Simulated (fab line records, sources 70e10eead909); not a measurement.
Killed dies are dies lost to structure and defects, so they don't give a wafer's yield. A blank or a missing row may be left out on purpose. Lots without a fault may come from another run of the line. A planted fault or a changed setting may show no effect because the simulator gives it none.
A struck lot beside a sound one | flow nand_harc | 15 steps out of a route of 1159
Sound: wafers L556.1, L556.3, L556.6. Struck: wafers L568.1, L568.2, L568.5. The cause comes at the end.
At each step with rows: each side's tool, then ch and its chambers, then its first start. Under that, the readings that differ: sound wafers | struck wafers | difference of the means | sigmas: that difference in standard deviations of wafers without a fault.
alike: readings whose means differ by less than 2 such deviations, and words and numbers that are the same on both sides. not compared: withheld readings, readings that some wafer has no value for, bounds like >300 that may hide the same value, and numbers for which the record gives no deviation and whose values overlap.
The two part at a step that has a row with sigmas, a row that says differs or no value, or rows on one side only. Numbers that don't overlap but have no deviation are shown without sigmas and don't part them. A reading that every wafer of one side lacks parts them only if that side has two wafers or more.

first, 1 step without rows for these wafers: NHARC_A_CHANNEL_HOLE_D1_XSEM_31.
NHARC_A_CHANNEL_HOLE_D1_INSPECT_40:
  sound on defect_inspect-02, day 9 08:53; struck on defect_inspect-01, day 12 16:05
  alike: raw_defect_count
then, 3 steps without rows for these wafers: NHARC_A_CHANNEL_FILL_D1_PRECLEAN_00 (cleans in SC1); NHARC_A_CHANNEL_FILL_D1_SRD_01; NHARC_A_CHANNEL_FILL_D1_ALD_02 (deposits SiO2, target thk 6 nm, pulse time 10 s, ald cycles 60).
NHARC_A_CHANNEL_FILL_D1_ALD_03: deposits SiNx, target thk 6 nm, pulse time 60 s, ald cycles 58.
  sound on ald_sin_batch-02 ch 0; struck on ald_sin_batch-03 ch 0
  alike: precursor_pulse_height_rel
NHARC_A_CHANNEL_FILL_D1_ALD_14: deposits SiO2, target thk 2.5 nm, pulse time 10 s, ald cycles 25.
  sound on ald_hk-02 ch 2,3, day 9 15:52; struck on ald_hk-01 ch 0,2,3, day 13 00:40
  reading                  | sound       | struck      | difference | sigmas
  heater_power_outer_w (W) | 245 265 260 | 318 298 321 | +56        | +2
  heater_power_w (W)       | 402 450 398 | 552 509 522 | +111       | +2
  alike: precursor_pulse_height_rel
then, 1 step without rows for these wafers: NHARC_A_CHANNEL_FILL_D1_ALD_15 (deposits SiNx, target thk 2 nm, pulse time 60 s, ald cycles 19).
NHARC_A_CHANNEL_FILL_D1_ALD_16: deposits SiO2, target thk 1.5 nm, pulse time 10 s, ald cycles 15.
  sound on ald_hk-02 ch 1,2,3, day 9 21:04; struck on ald_hk-02 ch 0,1,2, day 13 05:37
  alike: heater_power_outer_w, heater_power_w, precursor_pulse_height_rel
then, 2 steps without rows for these wafers: NHARC_A_CHANNEL_FILL_D1_ANNEAL_17 (time 1800 s); NHARC_A_CHANNEL_FILL_D1_CVD_18 (deposits poly-Si, target thk 3 nm).
NHARC_A_CHANNEL_FILL_D1_ETCHBACK_19: etches the open film in HBr/Cl2, target depth 5 nm, time 1.7 s.
  sound on rie_si-06 ch 1,2,3, day 10 08:30; struck on rie_si-05 ch 0,3, day 13 17:28
  alike: bias_w, chamber_pressure_mTorr, drypump_motor_current_A, mfc_cl2_sccm, oes_product_au, throttle_valve_pct
  not compared: rf_hours_counter_h
NHARC_A_CHANNEL_FILL_D1_ETCHBACK_20: etches the open film in C4F8/O2/Ar, target depth 27 nm, time 13.5 s.
  sound on rie_diel-02 ch 0,2,3, day 10 08:38; struck on rie_diel-13 ch 1,2,3, day 13 17:37
  no value came back on the struck wafers for bias_w (W), chamber_pressure_mTorr (mTorr), oes_product_au (a.u.), rf_vpp_V (V); on the sound wafers bias_w (W) reads 1503 1507 1493
  not compared: rf_hours_counter_h
NHARC_A_CHANNEL_FILL_D1_STRIP_28: strips in O2, time 20 s.
  sound on rie_diel-02 ch 1,3, day 10 08:43; struck on rie_diel-13 ch 1,2, day 13 17:42
  reading               | sound             | struck            | difference | sigmas
  oes_product_au (a.u.) | 1.033 1.009 1.023 | 0.990 0.995 0.988 | -0.031     | -3
  alike: drypump_motor_current_A, rf_vpp_V, showerhead_plenum_p_Torr, throttle_valve_pct
  not compared: rf_hours_counter_h
-- the record jumps here: 10 days lie between the struck wafers' starts before and after (it left off in module A_CHANNEL_FILL_D1 and takes up again in module END, whose first step shown is number 1159 of the route) --
NHARC_END_SORT_01:
  the record has rows for the struck wafers here (prober-01 ch 0, day 23 06:09) and none for the sound ones

WHERE THEY PART
First at NHARC_A_CHANNEL_FILL_D1_ALD_14; last, within this record, at NHARC_END_SORT_01.

WHY: what the simulator had put in
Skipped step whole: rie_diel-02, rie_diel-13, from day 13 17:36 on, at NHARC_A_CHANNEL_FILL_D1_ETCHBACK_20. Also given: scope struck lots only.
